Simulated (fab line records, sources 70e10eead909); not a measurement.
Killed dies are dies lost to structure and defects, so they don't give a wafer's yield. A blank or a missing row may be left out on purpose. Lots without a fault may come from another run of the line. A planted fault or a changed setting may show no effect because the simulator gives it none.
A struck lot beside a sound one | flow nand_harc | 17 steps out of a route of 1159
Sound: wafers L642.2, L642.4, L642.5. Struck: wafers L652.4, L652.5, L652.6. The cause comes at the end.
At each step with rows: each side's tool, then ch and its chambers, then its first start. Under that, the readings that differ: sound wafers | struck wafers | difference of the means | sigmas: that difference in standard deviations of wafers without a fault.
alike: readings whose means differ by less than 2 such deviations, and words and numbers that are the same on both sides. not compared: withheld readings, readings that some wafer has no value for, bounds like >300 that may hide the same value, and numbers for which the record gives no deviation and whose values overlap.
The two part at a step that has a row with sigmas, a row that says differs or no value, or rows on one side only. Numbers that don't overlap but have no deviation are shown without sigmas and don't part them. A reading that every wafer of one side lacks parts them only if that side has two wafers or more.

NHARC_P_ZERO_WELL_CD_MEAS_24: target cd 720 nm.
  sound on cd_sem-02 ch 0, day 2 02:21; struck on cd_sem-02 ch 0, day 4 14:20
  alike: cd_nm
then, 1 step without rows for these wafers: NHARC_P_ZERO_WELL_HARDBAKE_25 (time 80 s).
NHARC_P_ZERO_WELL_DESCUM_26: chemistry O2, time 3 s.
  sound on rie_diel-05 ch 0,3, day 2 02:31; struck on rie_diel-13 ch 0,3, day 4 14:29
  alike: drypump_motor_current_A, oes_product_au, rf_vpp_V, showerhead_plenum_p_Torr, throttle_valve_pct
  not compared: rf_hours_counter_h
then, 9 steps without rows for these wafers: NHARC_P_ZERO_WELL_IMPLANT_27; NHARC_P_ZERO_WELL_IMPLANT_57; NHARC_P_ZERO_WELL_IMPLANT_58; NHARC_P_ZERO_WELL_STRIP_28 (strips in SPM, time 840 s); NHARC_P_ZERO_WELL_DEHYDRATE_29 (time 120 s); NHARC_P_ZERO_WELL_HMDS_30 (time 30 s); NHARC_P_ZERO_WELL_COAT_31; NHARC_P_ZERO_WELL_SOFTBAKE_32 (time 95 s); NHARC_P_ZERO_WELL_EBR_33.
NHARC_P_ZERO_WELL_EXPOSE_34: exposes mask P PWELL, target cd 720 nm.
  sound on krf_scanner-01 ch 0, day 2 03:50; struck on krf_scanner-03 ch 0, day 4 15:49
  reading | sound                         | struck                        | difference | sigmas
  mask    | P_PWELL#0 P_PWELL#0 P_PWELL#0 | P_NWELL#0 P_NWELL#0 P_NWELL#0 | differs    |
  alike: exposure_dose_mJ_cm2
then, 2 steps without rows for these wafers: NHARC_P_ZERO_WELL_PEB_35 (peb time 85 s); NHARC_P_ZERO_WELL_DEVELOP_36 (time 70 s).
NHARC_P_ZERO_WELL_CD_MEAS_37: target cd 720 nm.
  sound on cd_sem-02 ch 0, day 2 04:00; struck on cd_sem-02 ch 0, day 4 15:58
  reading    | sound             | struck | difference                    | sigmas
  cd_nm (nm) | 716.7 713.9 721.2 | - - -  | no value on the struck wafers |
then, 1 step without rows for these wafers: NHARC_P_ZERO_WELL_HARDBAKE_38 (time 80 s).

WHERE THEY PART
First at NHARC_P_ZERO_WELL_EXPOSE_34; last, within this record, at NHARC_P_ZERO_WELL_CD_MEAS_37.

WHY: what the simulator had put in
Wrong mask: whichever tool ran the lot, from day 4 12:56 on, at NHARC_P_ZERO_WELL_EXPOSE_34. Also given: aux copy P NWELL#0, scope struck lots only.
